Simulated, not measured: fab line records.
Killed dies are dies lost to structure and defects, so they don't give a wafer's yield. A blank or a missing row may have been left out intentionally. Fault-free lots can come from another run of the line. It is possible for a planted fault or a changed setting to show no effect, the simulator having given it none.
Which tool is to blame? | flow n5 finfet | 23 lots, 69 wafers sampled, at 6 steps of a route of 1938

## WHAT EACH GAUGE READ, for each wafer
N5_HKMG_FIN_INSPECT_28: inspects for defects (darkfield).
lot  | measured     | on                | raw defect count
L074 | day 4 07:25  | defect inspect-01 | 48 44 40
L075 | day 4 16:56  | defect inspect-01 | 37 25 36
L076 | day 4 19:51  | defect inspect-02 | 44 41 41
L077 | day 5 00:48  | defect inspect-02 | 18 26 15
L078 | day 5 07:05  | defect inspect-02 | 54 35 34
L079 | day 5 13:24  | defect inspect-02 | 48 36 23
L080 | day 5 20:01  | defect inspect-02 | 22 42 36
L081 | day 6 01:01  | defect inspect-01 | 69 70 73
L082 | day 6 08:26  | defect inspect-01 | 56 49 41
L083 | day 6 14:04  | defect inspect-01 | 57 28 51
L084 | day 6 21:30  | defect inspect-02 | 53 33 85
L085 | day 7 06:28  | defect inspect-02 | 35 24 29
L086 | day 7 09:54  | defect inspect-02 | 56 69 43
L087 | day 7 19:51  | defect inspect-02 | 76 27 40
L088 | day 7 21:45  | defect inspect-01 | 31 76 36
L089 | day 8 03:58  | defect inspect-02 | 20 39 24
L090 | day 8 11:29  | defect inspect-01 | 37 60 60
L091 | day 8 14:04  | defect inspect-02 | 23 50 14
L093 | day 9 09:52  | defect inspect-02 | 47 69 75
L094 | day 9 12:56  | defect inspect-02 | 40 50 30
L095 | day 9 15:29  | defect inspect-01 | 24 62 42
L096 | day 10 00:15 | defect inspect-01 | 54 36 53
L097 | day 10 04:41 | defect inspect-02 | 38 23 26

## WHICH TOOL RAN EACH LOT (tool, then ch and the chambers of the sampled wafers, then the start)
lot  | N5_HKMG_FIN_STRIP_57              | N5_HKMG_FIN_ALD_36                 | N5_HKMG_FIN_ETCH_31               | N5_HKMG_FIN_STRIP_92               | N5_HKMG_FIN_W_FILL_22
L074 | rie diel-04 ch 1,2, day 3 23:38   | ald metal-04 ch 2,3, day 4 01:28   | rie diel-06 ch 1,2, day 4 03:02   | rie diel-06 ch 1,2, day 4 03:28    | cvd w-02 ch 0, day 4 06:36
L075 | rie diel-04 ch 0,3, day 4 08:53   | ald metal-02 ch 0,3, day 4 10:50   | rie diel-06 ch 1,2,3, day 4 12:23 | rie diel-06 ch 1,2,3, day 4 12:47  | cvd w-02 ch 0, day 4 16:04
L076 | rie diel-04 ch 0,1, day 4 12:03   | ald metal-02 ch 0,1,2, day 4 13:55 | rie diel-06 ch 1,2,3, day 4 15:11 | rie diel-06 ch 1,2,3, day 4 15:37  | cvd w-02 ch 0, day 4 19:01
L077 | rie diel-06 ch 1,3, day 4 17:11   | ald metal-04 ch 0,2, day 4 19:01   | rie diel-05 ch 1,2, day 4 20:20   | rie diel-05 ch 1,2, day 4 20:45    | cvd w-01 ch 0,1, day 4 23:52
L078 | rie diel-04 ch 1,2,3, day 4 23:26 | ald metal-04 ch 1,2,3, day 5 01:17 | rie diel-05 ch 0,1,2, day 5 02:44 | rie diel-05 ch 0,1,2, day 5 03:09  | cvd w-01 ch 0,1, day 5 06:16
L079 | rie diel-06 ch 2,3, day 5 05:37   | ald metal-01 ch 2,3, day 5 07:27   | rie diel-06 ch 0,1, day 5 08:44   | rie diel-06 ch 0,1, day 5 09:10    | cvd w-01 ch 0,1, day 5 12:34
L080 | rie diel-04 ch 0,1,3, day 5 12:26 | ald metal-02 ch 0,1, day 5 14:24   | rie diel-06 ch 1,3, day 5 15:34   | rie diel-06 ch 1,3, day 5 15:58    | cvd w-02 ch 0,1, day 5 19:11
L081 | rie diel-06 ch 0,1,2, day 5 17:23 | ald metal-01 ch 0,1,2, day 5 19:19 | rie diel-04 ch 0,2,3, day 5 20:35 | rie diel-04 ch 0,2,3, day 5 21:00  | cvd w-02 ch 0,1, day 6 00:11
L082 | rie diel-06 ch 2,3, day 6 00:56   | ald metal-02 ch 1,2,3, day 6 02:49 | rie diel-06 ch 0,2,3, day 6 04:05 | rie diel-06 ch 0,2,3, day 6 04:31  | cvd w-01 ch 0,1, day 6 07:37
L083 | rie diel-04 ch 0,1,3, day 6 06:35 | ald metal-04 ch 0,1,2, day 6 08:34 | rie diel-05 ch 0,1,2, day 6 09:43 | rie diel-05 ch 0,1,2, day 6 10:08  | cvd w-01 ch 0,1, day 6 13:14
L084 | rie diel-06 ch 0,3, day 6 14:01   | ald metal-04 ch 0,1,2, day 6 15:52 | rie diel-06 ch 2,3, day 6 17:08   | rie diel-06 ch 2,3, day 6 17:33    | cvd w-01 ch 0,1, day 6 20:40
L085 | rie diel-05 ch 0,1,3, day 6 22:25 | ald metal-01 ch 0,3, day 7 00:34   | rie diel-05 ch 0,3, day 7 01:56   | rie diel-05 ch 0,3, day 7 02:22    | cvd w-02 ch 0,1, day 7 05:38
L086 | rie diel-04 ch 0,2,3, day 7 02:19 | ald metal-02 ch 0,1,2, day 7 04:15 | rie diel-04 ch 0,2,3, day 7 05:31 | rie diel-04 ch 0,2,3, day 7 05:56  | cvd w-01 ch 0,1, day 7 09:05
L087 | rie diel-06 ch 0,1,2, day 7 12:26 | ald metal-01 ch 1,2,3, day 7 14:18 | rie diel-05 ch 1,2,3, day 7 15:27 | rie diel-05 ch 1,2,3, day 7 15:52  | cvd w-01 ch 0,1, day 7 19:02
L088 | rie diel-06 ch 0,2, day 7 13:56   | ald metal-01 ch 0,1, day 7 15:47   | rie diel-04 ch 0,2,3, day 7 17:19 | rie diel-04 ch 0,2,3, day 7 17:44  | cvd w-01 ch 0,1, day 7 20:56
L089 | rie diel-06 ch 0,1,2, day 7 20:20 | ald metal-04 ch 1,2,3, day 7 22:16 | rie diel-05 ch 1,2, day 7 23:32   | rie diel-05 ch 1,2, day 7 23:57    | cvd w-01 ch 0,1, day 8 03:07
L090 | rie diel-05 ch 1,3, day 8 03:29   | ald metal-02 ch 0,1,3, day 8 05:21 | rie diel-06 ch 0,1,3, day 8 07:05 | rie diel-06 ch 0,1,3, day 8 07:30  | cvd w-01 ch 0,1, day 8 10:37
L091 | rie diel-05 ch 1,2,3, day 8 06:26 | ald metal-04 ch 0,2, day 8 08:22   | rie diel-06 ch 0,1,3, day 8 09:43 | rie diel-06 ch 0,1,3, day 8 10:08  | cvd w-01 ch 0,1, day 8 13:15
L093 | rie diel-05 ch 2,3, day 9 01:54   | ald metal-04 ch 2,3, day 9 03:57   | rie diel-04 ch 0,1,2, day 9 05:13 | rie diel-04 ch 0,1,2, day 9 05:38  | cvd w-02 ch 0,1, day 9 09:00
L094 | rie diel-05 ch 1,2,3, day 9 05:05 | ald metal-02 ch 0,1,3, day 9 06:59 | rie diel-05 ch 0,2, day 9 08:26   | rie diel-05 ch 0,2, day 9 08:50    | cvd w-02 ch 0,1, day 9 12:07
L095 | rie diel-05 ch 0,2,3, day 9 07:12 | ald metal-02 ch 0,2,3, day 9 09:12 | rie diel-05 ch 1,2, day 9 10:54   | rie diel-05 ch 1,2, day 9 11:19    | cvd w-02 ch 0,1, day 9 14:28
L096 | rie diel-05 ch 0,2,3, day 9 16:20 | ald metal-02 ch 1,2,3, day 9 18:19 | rie diel-05 ch 0,1,3, day 9 19:36 | rie diel-05 ch 0,1,3, day 9 20:01  | cvd w-02 ch 0,1, day 9 23:21
L097 | rie diel-06 ch 0,2,3, day 9 20:52 | ald metal-01 ch 1,2,3, day 9 22:50 | rie diel-04 ch 0,1,2, day 9 23:59 | rie diel-04 ch 0,1,2, day 10 00:24 | cvd w-01 ch 0,1, day 10 03:46
- N5_HKMG_FIN_STRIP_57: strips in CF4.
- N5_HKMG_FIN_ALD_36: deposits TiN, target thk 1 nm, pulse time 1 s, purge time 3 s.
- N5_HKMG_FIN_ETCH_31: etches SiARC in CF4, target depth 45.5 nm, time 75.8 s.
- N5_HKMG_FIN_STRIP_92: strips SOC in N2/H2, time 20 s.
- N5_HKMG_FIN_W_FILL_22: material W, target thk 60 nm, time 18.2 s.

## WHAT THE TOOLS THEMSELVES READ (means of the sampled wafers that have a number; where no wafer has one, the mark that the record gives instead)
N5_HKMG_FIN_STRIP_57.
lot  | tool        | drypump motor current A (A) | oes product au (a.u.) | rf vpp V (V) | showerhead plenum p Torr (Torr) | throttle valve pct (%)
L074 | rie diel-04 | 6.1                         | 0.85                  | 269.4        | 1.75                            | 13.52
L075 | rie diel-04 | 5.3                         | 0.77                  | 271.7        | 1.82                            | 13.58
L076 | rie diel-04 | 5.8                         | 0.74                  | 272.3        | 1.80                            | 13.50
L077 | rie diel-06 | 5.4                         | 0.73                  | 270.7        | 1.76                            | 13.85
L078 | rie diel-04 | 5.7                         | 0.81                  | 270.9        | 1.76                            | 13.55
L079 | rie diel-06 | 5.2                         | 0.73                  | 270.4        | 1.75                            | 13.74
L080 | rie diel-04 | 5.5                         | 0.75                  | 272.0        | 1.79                            | 13.55
L081 | rie diel-06 | 5.2                         | 0.75                  | 270.4        | 1.76                            | 13.71
L082 | rie diel-06 | 5.2                         | 0.72                  | 271.3        | 1.75                            | 13.76
L083 | rie diel-04 | 5.5                         | 0.74                  | 271.3        | 1.79                            | 13.56
L084 | rie diel-06 | 4.8                         | 0.74                  | 268.9        | 1.71                            | 13.64
L085 | rie diel-05 | 5.8                         | 0.79                  | 271.5        | 1.79                            | 13.65
L086 | rie diel-04 | 5.7                         | 0.77                  | 271.0        | 1.80                            | 13.63
L087 | rie diel-06 | 5.2                         | 0.74                  | 269.9        | 1.76                            | 13.74
L088 | rie diel-06 | 5.1                         | 0.74                  | 271.0        | 1.76                            | 13.69
L089 | rie diel-06 | 5.2                         | 0.74                  | 271.3        | 1.76                            | 13.75
L090 | rie diel-05 | 5.5                         | 0.82                  | 269.3        | 1.75                            | 13.53
L091 | rie diel-05 | 5.6                         | 0.82                  | 271.0        | 1.78                            | 13.49
L093 | rie diel-05 | 6.1                         | 0.74                  | 269.6        | 1.77                            | 13.62
L094 | rie diel-05 | 5.6                         | 0.81                  | 270.5        | 1.78                            | 13.50
L095 | rie diel-05 | 5.9                         | 0.77                  | 271.2        | 1.82                            | 13.65
L096 | rie diel-05 | 5.9                         | 0.76                  | 271.5        | 1.82                            | 13.67
L097 | rie diel-06 | 5.0                         | 0.79                  | 272.2        | 1.79                            | 13.57

N5_HKMG_FIN_ALD_36.
lot  | tool         | heater power outer w (W) | heater power w (W) | precursor pulse height rel
L074 | ald metal-04 | 489                      | 792                | 0.995
L075 | ald metal-02 | 553                      | 943                | 0.987
L076 | ald metal-02 | 549                      | 890                | 0.994
L077 | ald metal-04 | 592                      | 1001               | 0.994
L078 | ald metal-04 | 546                      | 890                | 0.988
L079 | ald metal-01 | 537                      | 871                | 1.006
L080 | ald metal-02 | 545                      | 904                | 0.996
L081 | ald metal-01 | 532                      | 876                | 1.007
L082 | ald metal-02 | 562                      | 871                | 0.996
L083 | ald metal-04 | 599                      | 1011               | 1.003
L084 | ald metal-04 | 612                      | 1003               | 0.997
L085 | ald metal-01 | 585                      | 974                | 0.997
L086 | ald metal-02 | 550                      | 899                | 1.007
L087 | ald metal-01 | 576                      | 933                | 0.974
L088 | ald metal-01 | 573                      | 934                | 0.994
L089 | ald metal-04 | 551                      | 899                | 1.019
L090 | ald metal-02 | 554                      | 880                | 0.986
L091 | ald metal-04 | 594                      | 1004               | 0.997
L093 | ald metal-04 | 528                      | 895                | 1.005
L094 | ald metal-02 | 550                      | 894                | 0.994
L095 | ald metal-02 | 566                      | 927                | 0.991
L096 | ald metal-02 | 559                      | 863                | 1.006
L097 | ald metal-01 | 578                      | 923                | 0.983

N5_HKMG_FIN_ETCH_31.
lot  | tool        | drypump motor current A (A) | etch rf on time s (s) | oes product au (a.u.) | rf vpp V (V) | showerhead plenum p Torr (Torr) | throttle valve pct (%)
L074 | rie diel-06 | 5.5                         | 74.1                  | 0.65                  | 183.9        | 2.14                            | 15.84
L075 | rie diel-06 | 5.3                         | 73.6                  | 0.64                  | 183.1        | 2.10                            | 15.83
L076 | rie diel-06 | 5.3                         | 74.5                  | 0.64                  | 183.9        | 2.10                            | 15.83
L077 | rie diel-05 | 5.3                         | 77.9                  | 0.79                  | 185.1        | 2.21                            | 15.30
L078 | rie diel-05 | 5.4                         | 76.6                  | 0.75                  | 185.1        | 2.21                            | 15.52
L079 | rie diel-06 | 5.3                         | 74.2                  | 0.65                  | 184.5        | 2.12                            | 15.81
L080 | rie diel-06 | 5.1                         | 75.4                  | 0.62                  | 183.7        | 2.07                            | 15.90
L081 | rie diel-04 | 5.7                         | 75.3                  | 0.68                  | 184.4        | 2.16                            | 15.68
L082 | rie diel-06 | 5.0                         | 75.2                  | 0.63                  | 183.0        | 2.08                            | 15.75
L083 | rie diel-05 | 5.5                         | 75.7                  | 0.74                  | 184.9        | 2.21                            | 15.54
L084 | rie diel-06 | 5.1                         | 75.2                  | 0.62                  | 183.5        | 2.09                            | 15.81
L085 | rie diel-05 | 6.0                         | 74.7                  | 0.65                  | 184.5        | 2.19                            | 15.86
L086 | rie diel-04 | 5.7                         | 75.4                  | 0.67                  | 184.6        | 2.15                            | 15.70
L087 | rie diel-05 | 5.6                         | 77.8                  | 0.69                  | 184.7        | 2.13                            | 15.48
L088 | rie diel-04 | 5.7                         | 76.2                  | 0.66                  | 184.9        | 2.15                            | 15.71
L089 | rie diel-05 | 5.3                         | 77.4                  | 0.75                  | 184.9        | 2.20                            | 15.35
L090 | rie diel-06 | 5.1                         | 73.7                  | 0.72                  | 184.0        | 2.16                            | 15.66
L091 | rie diel-06 | 5.1                         | 73.2                  | 0.72                  | 185.3        | 2.16                            | 15.67
L093 | rie diel-04 | 6.0                         | 76.4                  | 0.65                  | 183.4        | 2.11                            | 15.62
L094 | rie diel-05 | 5.7                         | 75.8                  | 0.68                  | 185.5        | 2.25                            | 15.75
L095 | rie diel-05 | 5.3                         | 77.0                  | 0.74                  | 184.7        | 2.19                            | 15.39
L096 | rie diel-05 | 5.8                         | 77.2                  | 0.65                  | 183.8        | 2.13                            | 15.74
L097 | rie diel-04 | 6.0                         | 76.9                  | 0.64                  | 184.1        | 2.11                            | 15.64

N5_HKMG_FIN_STRIP_92.
lot  | tool        | drypump motor current A (A) | oes product au (a.u.) | rf vpp V (V) | showerhead plenum p Torr (Torr) | throttle valve pct (%)
L074 | rie diel-06 | 5.5                         | 0.76                  | 55.1         | 3.36                            | 19.5
L075 | rie diel-06 | 5.3                         | 0.75                  | 53.9         | 3.31                            | 19.5
L076 | rie diel-06 | 5.3                         | 0.75                  | 54.7         | 3.30                            | 19.6
L077 | rie diel-05 | 5.3                         | 0.94                  | 54.0         | 3.49                            | 18.9
L078 | rie diel-05 | 5.5                         | 0.88                  | 54.6         | 3.46                            | 19.0
L079 | rie diel-06 | 5.3                         | 0.76                  | 53.9         | 3.31                            | 19.2
L080 | rie diel-06 | 5.1                         | 0.72                  | 54.0         | 3.24                            | 19.7
L081 | rie diel-04 | 5.7                         | 0.80                  | 53.4         | 3.38                            | 19.2
L082 | rie diel-06 | 5.0                         | 0.74                  | 54.8         | 3.25                            | 19.2
L083 | rie diel-05 | 5.5                         | 0.86                  | 54.5         | 3.46                            | 19.0
L084 | rie diel-06 | 5.1                         | 0.73                  | 55.1         | 3.29                            | 19.6
L085 | rie diel-05 | 6.1                         | 0.75                  | 54.6         | 3.40                            | 19.2
L086 | rie diel-04 | 5.7                         | 0.79                  | 54.8         | 3.37                            | 19.2
L087 | rie diel-05 | 5.6                         | 0.81                  | 53.5         | 3.34                            | 19.0
L088 | rie diel-04 | 5.7                         | 0.78                  | 53.9         | 3.37                            | 19.2
L089 | rie diel-05 | 5.2                         | 0.88                  | 53.8         | 3.47                            | 19.0
L090 | rie diel-06 | 5.1                         | 0.84                  | 54.0         | 3.38                            | 19.2
L091 | rie diel-06 | 5.1                         | 0.84                  | 54.3         | 3.38                            | 19.2
L093 | rie diel-04 | 6.0                         | 0.75                  | 53.8         | 3.32                            | 19.2
L094 | rie diel-05 | 5.7                         | 0.79                  | 54.4         | 3.52                            | 19.1
L095 | rie diel-05 | 5.3                         | 0.85                  | 54.4         | 3.47                            | 19.0
L096 | rie diel-05 | 5.8                         | 0.76                  | 55.1         | 3.31                            | 19.2
L097 | rie diel-04 | 6.0                         | 0.75                  | 53.8         | 3.32                            | 19.2

N5_HKMG_FIN_W_FILL_22.
lot  | tool     | heater power outer w (W) | heater power w (W) | throttle valve pct (%)
L074 | cvd w-02 | 726                      | 1082               | 19.6
L075 | cvd w-02 | 713                      | 1070               | 19.5
L076 | cvd w-02 | 708                      | 1063               | 19.7
L077 | cvd w-01 | 510                      | 762                | 18.2
L078 | cvd w-01 | 516                      | 764                | 18.2
L079 | cvd w-01 | 512                      | 750                | 18.4
L080 | cvd w-02 | 683                      | 1039               | 19.5
L081 | cvd w-02 | 648                      | 1014               | 19.4
L082 | cvd w-01 | 481                      | 756                | 18.3
L083 | cvd w-01 | 479                      | 751                | 18.6
L084 | cvd w-01 | 507                      | 759                | 18.3
L085 | cvd w-02 | 669                      | 1033               | 19.5
L086 | cvd w-01 | 476                      | 753                | 18.5
L087 | cvd w-01 | 516                      | 771                | 18.2
L088 | cvd w-01 | 508                      | 763                | 18.4
L089 | cvd w-01 | 503                      | 756                | 18.3
L090 | cvd w-01 | 513                      | 761                | 18.3
L091 | cvd w-01 | 475                      | 754                | 18.4
L093 | cvd w-02 | 639                      | 1017               | 19.5
L094 | cvd w-02 | 683                      | 1031               | 19.7
L095 | cvd w-02 | 640                      | 1000               | 19.5
L096 | cvd w-02 | 641                      | 1018               | 19.7
L097 | cvd w-01 | 478                      | 749                | 18.6

## THE ANSWER, worked out from the rows above alone
Rule: usual is defined by the lots themselves. The widest of any qualifying gaps counts: lots, ordered by their means at a reading, are off when they make up no more than a third of the lots, leave a main group of 4 or more, and stand apart from it by 3 or more times the standard deviation of that group's means. A main group whose means are all the same, to the digits that the tables above print for the reading, isn't used. Also off: a lot with no number at a reading for which 4 or more lots have one. The other lots that the step has rows for count as sound. Order of review: gauges by route order, followed by the tools' own readings, for which a lot's mean as printed above is used. The first step at which some lot is off is used, and at that step the reading that is off furthest; a lot without a number counts as furthest.
No lot is off on any of the readings shown, so nothing can be concluded from this.

## WHAT THE SIMULATOR HAD PUT IN
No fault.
